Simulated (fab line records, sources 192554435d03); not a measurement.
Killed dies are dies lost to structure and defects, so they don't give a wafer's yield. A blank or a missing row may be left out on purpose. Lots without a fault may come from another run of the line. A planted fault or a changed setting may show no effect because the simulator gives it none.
A struck lot beside a sound one | flow n5_finfet | 17 steps out of a route of 1938
Sound: wafers L871.1, L871.2, L871.4. Struck: wafers L879.1, L879.4. (L879.3 of the same lot was not struck and is left out.) The cause comes at the end.
At each step with rows: each side's tool, then ch and its chambers, then its first start. Under that, the readings that differ: sound wafers | struck wafers | difference of the means | sigmas: that difference in standard deviations of wafers without a fault.
alike: readings whose means differ by less than 2 such deviations, and words and numbers that are the same on both sides. not compared: withheld readings, readings that some wafer has no value for, bounds like >300 that may hide the same value, and numbers for which the record gives no deviation and whose values overlap.
The two part at a step that has a row with sigmas, a row that says differs or no value, or rows on one side only. Numbers that don't overlap but have no deviation are shown without sigmas and don't part them. A reading that every wafer of one side lacks parts them only if that side has two wafers or more.

first, 6 steps without rows for these wafers: N5_BEOL_M7_COAT_22 (resist thk 30 nm); N5_BEOL_M7_EBR_24; N5_BEOL_M7_SOFTBAKE_23 (time 60 s); N5_BEOL_M7_EXPOSE_25 (exposes mask V6, target cd 40 nm); N5_BEOL_M7_PEB_26 (peb time 60 s); N5_BEOL_M7_DEVELOP_27 (develop time 30 s).
N5_BEOL_M7_CD_MEAS_28: target cd 40 nm.
  sound on cd_sem-02 ch 0, day 11 06:55; struck on cd_sem-01 ch 0, day 14 02:31
  alike: cd_nm
N5_BEOL_M7_OVL_MEAS_29:
  sound on overlay-02 ch 0, day 11 06:56; struck on overlay-02 ch 0, day 14 02:32
  alike: V6_OVL
N5_BEOL_M7_INSPECT_30: inspects for defects (brightfield).
  sound on defect_inspect-02, day 11 07:00; struck on defect_inspect-01, day 14 02:36
  alike: raw_defect_count
N5_BEOL_M7_DESCUM_33: chemistry O2, time 7 s.
  sound on rie_diel-04 ch 2,3, day 11 07:02; struck on rie_diel-01 ch 0,3, day 14 02:38
  alike: drypump_motor_current_A, oes_product_au, rf_vpp_V, showerhead_plenum_p_Torr, throttle_valve_pct
  not compared: rf_hours_counter_h
N5_BEOL_M7_ETCH_72: etches underlayer in N2/H2, target depth 6.5 nm, time 5.2 s.
  sound on rie_diel-04 ch 2,3, day 11 07:04; struck on rie_diel-01 ch 0,3, day 14 02:40
  alike: drypump_motor_current_A, etch_rf_on_time_s, oes_product_au, rf_vpp_V, showerhead_plenum_p_Torr, throttle_valve_pct
  not compared: rf_hours_counter_h
N5_BEOL_M7_ETCH_65: etches SiARC in CF4, target depth 15.6 nm, time 26 s.
  sound on rie_diel-04 ch 2,3, day 11 07:05; struck on rie_diel-01 ch 0,3, day 14 02:41
  alike: drypump_motor_current_A, etch_rf_on_time_s, oes_product_au, rf_vpp_V, showerhead_plenum_p_Torr, throttle_valve_pct
  not compared: rf_hours_counter_h
N5_BEOL_M7_ETCH_66: etches SOC in N2/H2, target depth 80 nm, overetch 16 nm, time 120 s.
  sound on rie_diel-04 ch 2,3, day 11 07:07; struck on rie_diel-01 ch 0,3, day 14 02:43
  reading                                    | sound        | struck    | difference | sigmas
  model.SiARC_of_BEOL_M7_COAT_64.thk_nm (nm) | 6.4 6.6 6.4  | 7.8 8     | +1.4       |
  model.BEOL_M7.cd_nm (nm)                   | 39.6 39.8 40 | 39.2 39.2 | -0.6       |
  alike: drypump_motor_current_A, oes_product_au, rf_vpp_V, showerhead_plenum_p_Torr, throttle_valve_pct
  not compared: rf_hours_counter_h
then, 2 steps without rows for these wafers: N5_BEOL_M7_STRIP_69 (strips in N2/H2); N5_BEOL_M7_STRIP_73 (strips in N2/H2).
N5_BEOL_M7_VIA_ETCH_34: etches SiCOH lowk in C4F6/O2, target depth 125.5 nm, time 50.5 s.
  sound on rie_diel-04 ch 2,3, day 11 07:13; struck on rie_diel-01 ch 0,3, day 14 02:49
  reading                  | sound          | struck    | difference | sigmas
  model.BEOL_M7.cd_nm (nm) | 39.6 39.6 39.8 | 39.2 39.2 | -0.5       |
  alike: drypump_motor_current_A, oes_product_au, rf_vpp_V, showerhead_plenum_p_Torr, throttle_valve_pct
  not compared: rf_hours_counter_h
then, 1 step without rows for these wafers: N5_BEOL_M7_STRIP_76 (strips in C4F6/O2).

WHERE THEY PART
Nowhere in this record.

WHY: what the simulator had put in
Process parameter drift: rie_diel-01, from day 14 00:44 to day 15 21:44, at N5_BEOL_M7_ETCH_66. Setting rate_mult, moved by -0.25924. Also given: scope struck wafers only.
